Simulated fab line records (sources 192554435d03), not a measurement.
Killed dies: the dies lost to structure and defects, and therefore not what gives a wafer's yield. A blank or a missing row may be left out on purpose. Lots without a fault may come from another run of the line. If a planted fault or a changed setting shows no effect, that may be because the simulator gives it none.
Split-lot trial    flow n5Finfet    7 lots, 21 wafers read, on a route of 1938 steps

## THE SPLIT ITSELF
At N5_BEOL_M3_COAT_05 (resist thk 30 nm), the setting spinRpm was moved away from the recipe's 1500 rpm on 7 of the 21 wafers read, by -9.2% to +5.9%. The other wafers ran this setting at the recipe's value.

## FROM THE SPLIT TO THE READING: what the file shows between them, 2 steps
- N5_BEOL_M3_EBR_07
- N5_BEOL_M3_SOFTBAKE_06: time 60 s

## THE READING
CAR-EUV_of_BEOL_M3_COAT_05.thkNm (the simulator's own value, which no gauge read), in nm, at N5_BEOL_M3_DESCUM_16 (chemistry O2, time 7 s). There is no usual value for it anywhere in the file. Across the 14 wafers here that went through the recipe, the average is 26.1 nm and the standard deviation 0.096 nm.

wafer   tool, chamber at the split  spinRpm as run, rpm  against the recipe  CAR-EUV_of_BEOL_M3_COAT_05.thkNm, nm  against lot-mates on the recipe
L075.1  lithoTrack-02, 0            1500                 recipe              26.2                                  -
L075.3  lithoTrack-02, 0            1432                 -4.5%               26.8                                  +0.6
L075.6  lithoTrack-02, 0            1432                 -4.5%               26.8                                  +0.6
L077.1  lithoTrack-04, 0            1395                 -7.0%               27.2                                  +1.1
L077.2  lithoTrack-04, 0            1500                 recipe              26                                    -
L077.5  lithoTrack-04, 0            1500                 recipe              26.2                                  -
L078.2  lithoTrack-04, 0            1500                 recipe              26                                    -
L078.3  lithoTrack-04, 0            1500                 recipe              26                                    -
L078.4  lithoTrack-04, 0            1362                 -9.2%               27.4                                  +1.4
L081.2  lithoTrack-04, 0            1500                 recipe              26                                    -
L081.3  lithoTrack-04, 0            1500                 recipe              26                                    -
L081.5  lithoTrack-04, 0            1500                 recipe              26                                    -
L090.4  lithoTrack-03, 0            1588                 +5.9%               25.2                                  -1.0
L090.6  lithoTrack-03, 0            1588                 +5.9%               25.2                                  -1.0
L090.5  lithoTrack-03, 0            1500                 recipe              26.2                                  -
L091.2  lithoTrack-03, 0            1500                 recipe              26                                    -
L091.6  lithoTrack-03, 0            1500                 recipe              26                                    -
L091.5  lithoTrack-03, 0            1500                 recipe              26.2                                  -
L092.2  lithoTrack-04, 0            1400                 -6.7%               27.2                                  +1.1
L092.3  lithoTrack-04, 0            1500                 recipe              26.2                                  -
L092.6  lithoTrack-04, 0            1500                 recipe              26                                    -

FIT RESULTS
A straight line over all 21 wafers: CAR-EUV_of_BEOL_M3_COAT_05.thkNm changes by -0.154 nm for each +1% of spinRpm; r = -0.99; the points scatter about the line by 0.089 nm.
The same after taking each lot's own level away (the mean of its wafers on the recipe; 21 wafers): -0.158 nm for each +1%; r = -0.99; scatter 0.073 nm.
The reading moves by 1.5 nm for the largest change in spinRpm, on that fit.
The span of the lots' own levels, 26.00 to 26.20 nm, comes to 2.1 times the standard deviation stated above.
Hence the lot-to-lot level has little effect on the slope; both slopes agree.
Check: for one of the wafers moved furthest among these (-9.2%), held out of the fit, the line's prediction against its lot-mates is +1.45 nm. It came out at +1.4 nm against them.

## OTHER SPLITS ON THESE WAFERS
Before the reading, these wafers also passed through other splits. Each is held against what the fit with the lots' levels taken away leaves over:
other split on the same wafers    wafers away from the commonest value  r with CAR-EUV_of_BEOL_M3_COAT_05.thkNm (lot level and that fit taken away)
N5_BEOL_M0_SAQP_EXPOSE_37 doseMj  8                                     +0.14
N5_BEOL_M0_CUTY_EXPOSE_54 doseMj  7                                     -0.06
N5_BEOL_M1_COAT_22 spinRpm        6                                     -0.12
N5_BEOL_M2_DESCUM_33 timeS        10                                    +0.09
N5_BEOL_M3_PECVD_72 timeS         7                                     -0.12

## THE WHOLE CHAIN: every reading that the file lists as answering this split, in the file's order
step                  what it does            reading                                                                            change (the file's fit)                r (the file's)
N5_BEOL_M3_COAT_05    resist thk 30 nm        CAR-EUV_of_BEOL_M3_COAT_05.thkNm (the simulator's own value, which no gauge read)  -0.152 nm for each +1% of the setting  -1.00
N5_BEOL_M3_DESCUM_16  chemistry O2, time 7 s  CAR-EUV_of_BEOL_M3_COAT_05.thkNm (the simulator's own value, which no gauge read)  -0.157 nm for each +1% of the setting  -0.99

## FILE'S OWN FIT
CAR-EUV_of_BEOL_M3_COAT_05.thkNm changes by -0.157 nm for each +1% of spinRpm, r = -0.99.
